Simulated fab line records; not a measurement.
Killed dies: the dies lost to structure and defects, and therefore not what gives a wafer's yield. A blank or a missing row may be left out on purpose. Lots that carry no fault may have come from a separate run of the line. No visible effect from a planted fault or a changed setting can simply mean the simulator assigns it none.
fab line records    flow nand_harc    part 1 of 2: steps 1 to 24 of 38
record lots=5  wafers=15  last_day=25
route steps=1159 shown P_GATE@143
lots that met no fault: from a run of the same line without faults
start_h: hours from the record's opening day to when the first of the lot's shown wafers began    wait_h: hours from the lot's prior step to this one    " repeats the value in the row above    L1.1+2: a row that stands for several wafers    - no value, or no start given    * or withheld: withheld    < > ~ a bound
route shown NAME@n: names a module that has steps shown in the file, with the first one's number in the route    usual: the fault-free wafers' mean and standard deviation    same: alike in all rows    chamber/n: place in a boat    sites: per-site readings    _std_site: standard deviation across them    _edge_site: the outer-site mean with the inner-site mean subtracted    radius_mm: for every site, how far away it sits from the centre of the wafer    mask NAME#n: copy n    behind: tool/chamber where the wafer was last shaped    hold: why the lot was held/for how many hours/how that ended    device: whichever transistor did not switch (one of n, p or np)    end of line: at the end of the route, the tests of the same wafers    where a step has no rows: the recipe by itself    killed: count of dies lost to structure and defects at first sort (not the wafer's yield)    map: the dies of a wafer, with x for killed, . for not killed, _ for no die there
set.NAME: the run value of the setting; set.NAME@STEP: its run value at that earlier step    model.NAME: the simulator's own value behind a step, which no gauge read
lots seen at some steps along the route; tables by step, rows by wafer
services: the hour from which a tool's chamber was out of use, counted from the record's first day as start_h (under 0 if before that day), plus the number of hours and why
## steps
# step NHARC_P_GATE_INSPECT_28
# usual raw_defect_count=5.9/2.8
lot.wafer  tool               chamber  start_h  wait_h  raw_defect_count
L082.3     defect_inspect-01  -        137.52   0.0     7
L082.5     "                  -        "        "       5
L082.6     "                  -        "        "       3
L088.2     defect_inspect-02  -        171.43   0.0     7
L088.4     "                  -        "        "       4
L088.6     "                  -        "        "       3
L091.2     defect_inspect-01  -        193.41   0.0     8
L091.5     "                  -        "        "       3
L091.6     "                  -        "        "       4
L096.1     defect_inspect-01  -        222.87   0.0     3
L096.3     "                  -        "        "       5
L096.6     "                  -        "        "       4
L097.2     defect_inspect-02  -        228.80   0.0     6
L097.4     "                  -        "        "       16
L097.5     "                  -        "        "       6
# step NHARC_P_GATE_DESCUM_31
# recipe time_s=3  o2_flow_sccm=200  ar_flow_sccm=0  bias_power_w=0  chemistry=O2
# usual drypump_motor_current_A=5.7/0.45  oes_product_au=0.998/0.0085  rf_vpp_V=57.7/0.94  showerhead_plenum_p_Torr=1.91/0.093  throttle_valve_pct=11.311/0.0093
# same bias_power_w=0
lot.wafer  tool         chamber  start_h  wait_h  drypump_motor_current_A  oes_product_au  rf_hours_counter_h  rf_vpp_V  showerhead_plenum_p_Torr  throttle_valve_pct
L082.3     rie_diel-04  1        137.59   0.1     5.5                      0.992           3                   57.8      2.05                      11.295
L082.6     "            0        "        "       5.8                      0.998           -                   59.3      1.96                      11.317
L082.5     "            1        "        "       5.5                      0.993           -                   57.1      2.05                      11.327
L088.4     rie_diel-04  1        171.49   0.1     5.4                      1.008           8                   58.9      2.05                      11.298
L088.2     "            0        "        "       5.8                      0.999           8                   57.0      1.96                      11.310
L088.6     "            1        "        "       5.5                      0.998           -                   57.5      2.05                      11.323
L091.2     rie_diel-04  0        193.48   0.1     5.9                      0.990           13                  56.8      1.96                      11.315
L091.6     "            0        "        "       5.9                      0.992           -                   58.7      1.96                      11.296
L091.5     "            1        "        "       5.5                      0.997           -                   58.5      2.05                      11.323
L096.1     rie_diel-06  1        222.93   0.1     6.6                      0.999           44                  58.7      2.01                      11.288
L096.3     "            2        "        "       6.5                      0.996           58                  58.4      1.96                      11.315
L096.6     "            1        "        "       6.6                      1.010           -                   59.6      2.01                      11.339
L097.4     rie_diel-04  0        228.87   0.1     5.8                      0.996           22                  56.0      1.96                      11.308
L097.2     "            1        "        "       5.4                      0.989           22                  58.3      2.05                      11.306
L097.5     "            0        "        "       5.8                      0.993           -                   57.5      1.96                      11.305
# step NHARC_P_GATE_ETCH_104
# recipe target_depth_a=600  time_s=withheld  cf4_flow_sccm=100  chf3_flow_sccm=30  ar_flow_sccm=0  rf_w=500  bias_w=200  chemistry=CF4/CHF3
# usual cf4_flow_sccm=99.98/0.28  drypump_motor_current_A=5.7/0.45  oes_product_au=0.949/0.019  rf_vpp_V=370.4/2.5  showerhead_plenum_p_Torr=1.57/0.071  throttle_valve_pct=16.801/0.0097
lot.wafer  tool         chamber  start_h  wait_h  cf4_flow_sccm  drypump_motor_current_A  oes_product_au  rf_vpp_V  showerhead_plenum_p_Torr  throttle_valve_pct
L082.3     rie_diel-04  2        137.66   0.1     99.43          5.8                      0.976           368.0     1.56                      16.792
L082.6     "            2        "        "       99.87          5.8                      0.961           370.3     1.56                      16.800
L082.5     "            3        "        "       100.11         5.1                      0.961           368.9     1.51                      16.800
L088.4     rie_diel-04  1        171.58   0.1     100.11         5.5                      0.931           376.6     1.68                      16.795
L088.2     "            2        "        "       99.87          5.8                      0.921           371.1     1.56                      16.821
L088.6     "            2        "        "       99.70          5.8                      0.921           369.9     1.56                      16.810
L091.2     rie_diel-04  2        193.56   0.1     100.11         5.8                      0.969           371.8     1.56                      16.778
L091.5     "            2        "        "       100.22         5.8                      0.964           371.6     1.56                      16.813
L091.6     "            3        "        "       100.40         5.1                      0.949           367.3     1.51                      16.809
L096.1     rie_diel-06  1        223.01   0.1     100.19         6.6                      0.960           372.9     1.65                      16.811
L096.3     "            0        "        "       99.72          5.9                      0.961           371.4     1.61                      16.810
L096.6     "            1        "        "       100.01         6.6                      0.952           373.3     1.65                      16.809
L097.4     rie_diel-04  1        228.95   0.1     100.17         5.5                      0.933           374.3     1.68                      16.794
L097.2     "            2        "        "       99.77          5.8                      0.928           370.3     1.56                      16.801
L097.5     "            0        "        "       99.90          5.9                      0.932           372.0     1.61                      16.799
# step NHARC_P_GATE_HM_OPEN_105
# recipe target_depth_a=3600  o2_flow_sccm=400  cos_flow_sccm=20  ar_flow_sccm=0  rf_w=500  bias_w=300  chemistry=O2/COS
# usual drypump_motor_current_A=5.7/0.44  oes_product_au=0.998/0.0086  rf_vpp_V=467/3.1  showerhead_plenum_p_Torr=3.12/0.14  throttle_valve_pct=28.331/0.0097
lot.wafer  tool         chamber  start_h  wait_h  drypump_motor_current_A  oes_product_au  rf_hours_counter_h  rf_vpp_V  showerhead_plenum_p_Torr  throttle_valve_pct
L082.3     rie_diel-04  0        -        -       5.8                      0.994           2                   469       3.20                      28.325
L082.5     "            3        "        "       5.1                      0.990           -                   466       2.99                      28.334
L082.6     "            0        "        "       5.8                      0.988           -                   468       3.20                      28.343
L088.2     rie_diel-04  3        -        -       5.1                      0.999           8                   463       2.99                      28.331
L088.4     "            0        "        "       5.9                      0.992           8                   469       3.20                      28.322
L088.6     "            1        "        "       5.5                      1.010           -                   473       3.33                      28.324
L091.2     rie_diel-04  2        -        -       5.8                      1.002           12                  466       3.10                      28.332
L091.5     "            2        "        "       5.8                      1.012           -                   467       3.10                      28.330
L091.6     "            3        "        "       5.1                      1.000           -                   465       2.99                      28.344
L096.3     rie_diel-06  1        -        -       6.5                      1.000           45                  471       3.27                      28.326
L096.1     "            0        "        "       5.9                      1.008           56                  469       3.20                      28.331
L096.6     "            2        "        "       6.4                      1.000           -                   468       3.19                      28.342
L097.2     rie_diel-04  2        -        -       5.8                      0.995           21                  467       3.09                      28.325
L097.4     "            3        "        "       5.1                      0.987           22                  464       2.98                      28.338
L097.5     "            1        "        "       5.4                      0.991           -                   472       3.33                      28.338
# step NHARC_P_GATE_STRIP_106
# recipe o2_flow_sccm=400  cos_flow_sccm=20  ar_flow_sccm=0  bias_w=0  chemistry=O2/COS
lot.wafer   tool         chamber  start_h  wait_h
L082.3+5+6  rie_diel-04  0,3,0    -        -
L088.2+4+6  rie_diel-04  3,0,2    -        -
L091.2+6+5  rie_diel-04  2,0,1    -        -
L096.1+3+6  rie_diel-06  2,3,1    -        -
L097.4+2+5  rie_diel-04  0,1,1    -        -
# step NHARC_P_GATE_ETCH_114
# recipe target_depth_a=300  overetch_a=30  time_s=16.5  ion_energy_ev=100  cf4_flow_sccm=80  o2_flow_sccm=20  ar_flow_sccm=0  rf_w=300  bias_w=100  chemistry=CF4/O2
# usual cf4_flow_sccm=80.01/0.24  drypump_motor_current_A=5.7/0.43  oes_product_au=1.000/0.0088  rf_vpp_V=197.7/1.5  showerhead_plenum_p_Torr=1.33/0.063  throttle_valve_pct=13.397/0.0085
lot.wafer  tool         chamber  start_h  wait_h  cf4_flow_sccm  drypump_motor_current_A  oes_product_au  rf_hours_counter_h  rf_vpp_V  showerhead_plenum_p_Torr  throttle_valve_pct
L082.3     rie_diel-04  1        -        -       79.95          5.5                      1.007           3                   198.2     1.43                      13.404
L082.5     "            2        "        "       79.56          5.8                      1.003           -                   196.7     1.33                      13.396
L082.6     "            3        "        "       80.19          5.1                      1.003           -                   195.6     1.28                      13.400
L088.2     rie_diel-04  3        -        -       80.12          5.1                      0.998           8                   197.2     1.28                      13.388
L088.4     "            0        "        "       79.68          5.8                      0.996           8                   198.6     1.37                      13.382
L088.6     "            0        "        "       80.10          5.8                      0.990           -                   197.8     1.37                      13.403
L091.2     rie_diel-04  0        -        -       79.92          5.8                      1.000           13                  198.6     1.37                      13.403
L091.5     "            2        "        "       79.95          5.8                      1.011           -                   198.3     1.32                      13.408
L091.6     "            3        "        "       80.22          5.1                      0.991           -                   196.6     1.28                      13.386
L096.3     rie_diel-06  2        -        -       80.03          6.4                      0.997           59                  198.7     1.37                      13.414
L096.1     "            0        "        "       79.71          5.9                      1.001           56                  200.0     1.37                      13.402
L096.6     "            3        "        "       80.19          6.3                      0.999           -                   196.0     1.24                      13.394
L097.2     rie_diel-04  1        -        -       79.99          5.5                      1.001           22                  198.6     1.43                      13.407
L097.4     "            2        "        "       79.75          5.8                      0.999           21                  199.4     1.32                      13.403
L097.5     "            0        "        "       80.43          5.9                      1.007           -                   199.6     1.36                      13.397
# step NHARC_P_GATE_ETCH_32
# recipe target_depth_a=1500  over_etch_frac=1  over_etch_ion_energy_ev=40  time_s=100.1  hbr_flow_sccm=150  cl2_flow_sccm=50  rf_w=400  icp_w=400  bias_w=100  chemistry=HBr/Cl2
# usual drypump_motor_current_A=6.0/0.48  oes_product_au=1.003/0.011  throttle_valve_pct=26.406/0.0095
lot.wafer  tool       chamber  start_h  wait_h  drypump_motor_current_A  oes_product_au  rf_hours_counter_h  throttle_valve_pct
L082.3     rie_si-04  0        138.09   -       6.5                      0.995           0.1                 26.401
L082.6     "          1        "        "       6.5                      1.010           -                   26.401
L082.5     "          2        "        "       5.4                      1.007           -                   26.404
L088.2     rie_si-06  2        171.98   -       5.6                      0.992           1.5                 26.404
L088.4     "          3        "        "       6.1                      1.001           1.3                 26.407
L088.6     "          1        "        "       6.1                      0.986           -                   26.427
L091.2     rie_si-03  3        194.67   -       6.5                      0.999           0.5                 26.414
L091.6     "          2        "        "       5.9                      1.015           -                   26.403
L091.5     "          3        "        "       6.6                      0.996           -                   26.414
L096.3     rie_si-03  1        223.58   -       5.3                      1.015           0.8                 26.394
L096.1     "          0        "        "       6.4                      1.007           0.9                 26.413
L096.6     "          2        "        "       5.9                      1.007           -                   26.405
L097.2     rie_si-04  1        229.32   -       6.5                      1.001           1.0                 26.427
L097.4     "          2        "        "       5.4                      1.010           1.0                 26.401
L097.5     "          2        "        "       5.4                      1.015           -                   26.408
# step NHARC_P_GATE_STRIP_108
# recipe o2_flow_sccm=500  ar_flow_sccm=0  bias_w=0  chemistry=O2
# usual drypump_motor_current_A=5.8/0.47  oes_product_au=0.999/0.0094  rf_vpp_V=57.7/0.92  showerhead_plenum_p_Torr=3.53/0.16  throttle_valve_pct=17.037/0.0094
lot.wafer  tool         chamber  start_h  wait_h  drypump_motor_current_A  oes_product_au  rf_hours_counter_h  rf_vpp_V  showerhead_plenum_p_Torr  throttle_valve_pct
L082.3     rie_diel-04  1        138.22   -       5.5                      0.980           3                   58.4      3.77                      17.051
L082.5     "            0        "        "       5.8                      0.986           -                   58.4      3.62                      17.048
L082.6     "            1        "        "       5.4                      0.994           -                   58.9      3.77                      17.037
L088.2     rie_diel-04  2        172.11   -       5.8                      1.000           6                   56.5      3.50                      17.038
L088.4     "            3        "        "       5.2                      1.002           8                   57.3      3.38                      17.018
L088.6     "            3        "        "       5.2                      0.994           -                   57.0      3.38                      17.037
L091.2     rie_diel-04  1        194.83   -       5.5                      1.001           13                  57.7      3.76                      17.045
L091.5     "            0        "        "       5.9                      1.004           -                   59.1      3.61                      17.054
L091.6     "            1        "        "       5.4                      1.008           -                   59.0      3.76                      17.034
L096.3     rie_diel-06  0        223.77   -       5.9                      1.017           56                  59.2      3.62                      17.038
L096.1     "            1        "        "       6.6                      1.018           45                  56.9      3.70                      17.029
L096.6     "            3        "        "       6.3                      1.012           -                   56.0      3.30                      17.030
L097.2     rie_diel-04  1        229.50   -       5.5                      0.988           22                  58.5      3.76                      17.052
L097.4     "            2        "        "       5.8                      0.994           21                  58.3      3.49                      17.047
L097.5     "            1        "        "       5.4                      0.991           -                   56.8      3.76                      17.041
# step NHARC_P_GATE_CD_MEAS_33
# usual cd_nm=120.8/2.5
lot.wafer  tool       chamber  start_h  wait_h  cd_nm
L082.3     cd_sem-01  -        138.39   -       122.0
L082.5     "          -        "        "       122.2
L082.6     "          -        "        "       122.3
L088.2     cd_sem-03  -        172.29   -       121.5
L088.4     "          -        "        "       120.2
L088.6     "          -        "        "       121.3
L091.2     cd_sem-03  -        194.99   -       119.1
L091.5     "          -        "        "       116.2
L091.6     "          -        "        "       121.7
L096.1     cd_sem-01  -        223.92   -       120.1
L096.3     "          -        "        "       124.1
L096.6     "          -        "        "       119.4
L097.2     cd_sem-03  -        229.66   -       120.6
L097.4     "          -        "        "       120.5
L097.5     "          -        "        "       123.4
# step NHARC_P_GATE_STRIP_35
# recipe time_s=600  temp_c=130  chemistry=SPM
lot.wafer   tool          chamber  start_h  wait_h
L082.3+6+5  wet_bench-05  5,0,1    138.47   0.1
L088.4+6+2  wet_bench-07  5,6,7    172.40   0.1
L091.6+5+2  wet_bench-07  7,2,3    195.08   0.1
L096.3+1+6  wet_bench-03  4,6,0    224.01   0.1
L097.5+2+4  wet_bench-03  7,0,1    229.76   0.1
# step NHARC_P_GATE_PRECLEAN_73
# recipe time_s=*  temp_c=50  bath_age_min=0  chemistry=SC1
lot.wafer   tool          chamber  start_h  wait_h
L082.3+6+5  wet_bench-05  5,0,1    -        -
L088.4+6+2  wet_bench-07  5,6,7    -        -
L091.6+5+2  wet_bench-07  7,2,3    -        -
L096.3+1+6  wet_bench-03  4,6,0    -        -
L097.5+2+4  wet_bench-03  7,0,1    -        -
# step NHARC_P_GATE_SRD_74
lot.wafer   tool          chamber  start_h  wait_h
L082.3+6+5  wet_bench-05  5,0,1    -        -
L088.4+6+2  wet_bench-07  5,6,7    -        -
L091.6+5+2  wet_bench-07  7,2,3    -        -
L096.3+1+6  wet_bench-03  4,6,0    -        -
L097.5+2+4  wet_bench-03  7,0,1    -        -
# step NHARC_P_GATE_ALD_36
# recipe target_thk_a=200  pulse_time_s=60  ald_cycles=223  temp_c=400  material=SiNx
# usual heater_power_w=832/72  precursor_pulse_height_rel=0.999/0.019
lot.wafer  tool        chamber  start_h  wait_h  heater_power_w  precursor_pulse_height_rel
L082.3     ald_sin-03  3        140.98   -       848             0.992
L082.6     "           1        143.12   -       795             1.007
L082.5     "           2        144.19   -       879             1.021
L088.2     ald_sin-03  2        172.77   -       888             1.004
L088.4     "           0        174.90   -       826             0.989
L088.6     "           3        178.09   -       894             0.982
L091.2     ald_sin-01  2        195.45   -       838             1.022
L091.6     "           3        201.08   -       725             0.998
L091.5     "           1        202.49   -       692             0.978
L096.3     ald_sin-03  1        224.37   -       785             0.976
L096.1     "           2        225.78   -       880             0.975
L096.6     "           1        228.58   -       791             0.992
L097.4     ald_sin-03  3        234.92   -       849             1.013
L097.2     "           0        235.98   -       868             0.993
L097.5     "           1        237.05   -       784             1.049
# step NHARC_P_GATE_ETCHBACK_37
# recipe target_depth_a=345  time_s=17.2  chf3_flow_sccm=50  o2_flow_sccm=10  ar_flow_sccm=200  rf_w=500  bias_w=200  chemistry=CHF3/O2
# usual drypump_motor_current_A=5.8/0.44  oes_product_au=0.96/0.037  rf_vpp_V=370.7/2.5  showerhead_plenum_p_Torr=2.41/0.11  throttle_valve_pct=20.571/0.01
lot.wafer  tool         chamber  start_h  wait_h  drypump_motor_current_A  oes_product_au  rf_hours_counter_h  rf_vpp_V  showerhead_plenum_p_Torr  throttle_valve_pct
L082.3     rie_diel-13  0        -        -       5.7                      0.91            13                  373.4     2.45                      20.568
L082.6     "            2        "        "       6.6                      0.93            -                   366.4     2.24                      20.565
L082.5     "            3        "        "       5.4                      0.92            -                   369.2     2.25                      20.576
L088.2     rie_diel-13  3        -        -       5.4                      0.97            26                  368.0     2.25                      20.560
L088.4     "            1        "        "       5.3                      1.00            26                  367.2     2.30                      20.574
L088.6     "            3        "        "       5.4                      0.98            -                   367.9     2.25                      20.566
L091.2     rie_diel-06  2        -        -       6.5                      0.99            52                  372.1     2.46                      20.581
L091.5     "            0        "        "       5.9                      1.01            -                   370.3     2.47                      20.569
L091.6     "            3        "        "       6.2                      1.01            -                   368.3     2.24                      20.573
L096.1     rie_diel-04  1        -        -       5.5                      1.00            23                  373.9     2.56                      20.592
L096.3     "            2        "        "       5.8                      0.99            21                  369.1     2.38                      20.570
L096.6     "            1        "        "       5.5                      1.01            -                   374.0     2.56                      20.595
L097.4     rie_diel-04  3        -        -       5.1                      0.91            23                  367.2     2.29                      20.596
L097.2     "            1        "        "       5.5                      0.91            24                  374.7     2.56                      20.571
L097.5     "            0        "        "       5.9                      0.92            -                   372.8     2.45                      20.583
# step NHARC_P_GATE_STRIP_101
# recipe time_s=20  o2_flow_sccm=500  ar_flow_sccm=0  bias_w=0  chemistry=O2
# usual drypump_motor_current_A=5.8/0.44  oes_product_au=0.999/0.0074  rf_vpp_V=57.7/0.89  showerhead_plenum_p_Torr=3.53/0.15  throttle_valve_pct=17.037/0.009
lot.wafer  tool         chamber  start_h  wait_h  drypump_motor_current_A  oes_product_au  rf_hours_counter_h  rf_vpp_V  showerhead_plenum_p_Torr  throttle_valve_pct
L082.3     rie_diel-13  1        148.53   0.1     5.4                      0.998           14                  58.1      3.38                      17.049
L082.6     "            3        "        "       5.4                      0.989           -                   57.2      3.32                      17.058
L082.5     "            0        "        "       5.7                      0.981           -                   57.2      3.60                      17.037
L088.4     rie_diel-13  0        182.47   0.1     5.6                      0.982           26                  57.0      3.60                      17.022
L088.2     "            1        "        "       5.3                      0.998           26                  57.2      3.38                      17.038
L088.6     "            0        "        "       5.6                      0.993           -                   57.0      3.60                      17.045
L091.2     rie_diel-06  3        207.54   0.4     6.3                      1.008           52                  58.9      3.30                      17.035
L091.6     "            3        "        "       6.3                      1.010           -                   57.8      3.30                      17.036
L091.5     "            0        "        "       5.9                      1.003           -                   57.5      3.62                      17.033
L096.1     rie_diel-04  3        236.06   0.1     5.1                      0.990           22                  58.2      3.37                      17.026
L096.3     "            0        "        "       5.9                      1.000           23                  58.4      3.60                      17.035
L096.6     "            2        "        "       5.8                      1.000           -                   58.1      3.49                      17.040
L097.4     rie_diel-04  3        242.63   0.1     5.1                      0.989           23                  58.6      3.37                      17.008
L097.2     "            0        "        "       5.9                      1.009           24                  58.2      3.60                      17.046
L097.5     "            0        "        "       5.9                      0.994           -                   58.5      3.60                      17.047
# step NHARC_P_GATE_PRECLEAN_97
# recipe time_s=600  temp_c=120  chemistry=SPM
lot.wafer   tool          chamber  start_h  wait_h
L082.5+6+3  wet_bench-05  4,6,1    148.63   -
L088.2+4+6  wet_bench-03  7,2,3    182.57   -
L091.5+2+6  wet_bench-07  2,3,4    207.65   -
L096.3+1+6  wet_bench-05  4,5,7    236.16   -
L097.2+5+4  wet_bench-03  3,6,7    242.73   -
# step NHARC_P_GATE_SRD_98
lot.wafer   tool          chamber  start_h  wait_h
L082.5+6+3  wet_bench-05  4,6,1    -        -
L088.2+4+6  wet_bench-03  7,2,3    -        -
L091.5+2+6  wet_bench-07  2,3,4    -        -
L096.3+1+6  wet_bench-05  4,5,7    -        -
L097.2+5+4  wet_bench-03  3,6,7    -        -
# step NHARC_P_GATE_PRECLEAN_99
# recipe time_s=*  temp_c=50  bath_age_min=0  chemistry=SC1
lot.wafer   tool          chamber  start_h  wait_h
L082.5+6+3  wet_bench-05  4,6,1    -        -
L088.2+4+6  wet_bench-03  7,2,3    -        -
L091.5+2+6  wet_bench-07  2,3,4    -        -
L096.3+1+6  wet_bench-05  4,5,7    -        -
L097.2+5+4  wet_bench-03  3,6,7    -        -
# step NHARC_P_GATE_SRD_100
lot.wafer   tool          chamber  start_h  wait_h
L082.5+6+3  wet_bench-05  4,6,1    -        -
L088.2+4+6  wet_bench-03  7,2,3    -        -
L091.5+2+6  wet_bench-07  2,3,4    -        -
L096.3+1+6  wet_bench-05  4,5,7    -        -
L097.2+5+4  wet_bench-03  3,6,7    -        -
# step NHARC_P_GATE_DEHYDRATE_38
# recipe temp_c=150  time_s=120
lot.wafer   tool            chamber  start_h  wait_h
L082.3+5+6  litho_track-05  0        149.03   -
L088.2+4+6  litho_track-03  0        182.96   -
L091.2+5+6  litho_track-07  0        208.04   -
L096.1+3+6  litho_track-07  0        236.55   -
L097.2+4+5  litho_track-07  0        243.13   -
# step NHARC_P_GATE_HMDS_39
# recipe time_s=30
lot.wafer   tool            chamber  start_h  wait_h
L082.3+5+6  litho_track-05  0        -        -
L088.2+4+6  litho_track-03  0        -        -
L091.2+5+6  litho_track-07  0        -        -
L096.1+3+6  litho_track-07  0        -        -
L097.2+4+5  litho_track-07  0        -        -
# step NHARC_P_GATE_COAT_40
# recipe spin_rpm=3000
lot.wafer   tool            chamber  start_h  wait_h
L082.3+5+6  litho_track-05  0        -        -
L088.2+4+6  litho_track-03  0        -        -
L091.2+5+6  litho_track-07  0        -        -
L096.1+3+6  litho_track-07  0        -        -
L097.2+4+5  litho_track-07  0        -        -
# step NHARC_P_GATE_SOFTBAKE_41
# recipe temp_c=122  time_s=95
lot.wafer   tool            chamber  start_h  wait_h
L082.3+5+6  litho_track-05  0        -        -
L088.2+4+6  litho_track-03  0        -        -
L091.2+5+6  litho_track-07  0        -        -
L096.1+3+6  litho_track-07  0        -        -
L097.2+4+5  litho_track-07  0        -        -
# step NHARC_P_GATE_EBR_42
lot.wafer   tool            chamber  start_h  wait_h
L082.3+5+6  litho_track-05  0        -        -
L088.2+4+6  litho_track-03  0        -        -
L091.2+5+6  litho_track-07  0        -        -
L096.1+3+6  litho_track-07  0        -        -
L097.2+4+5  litho_track-07  0        -        -
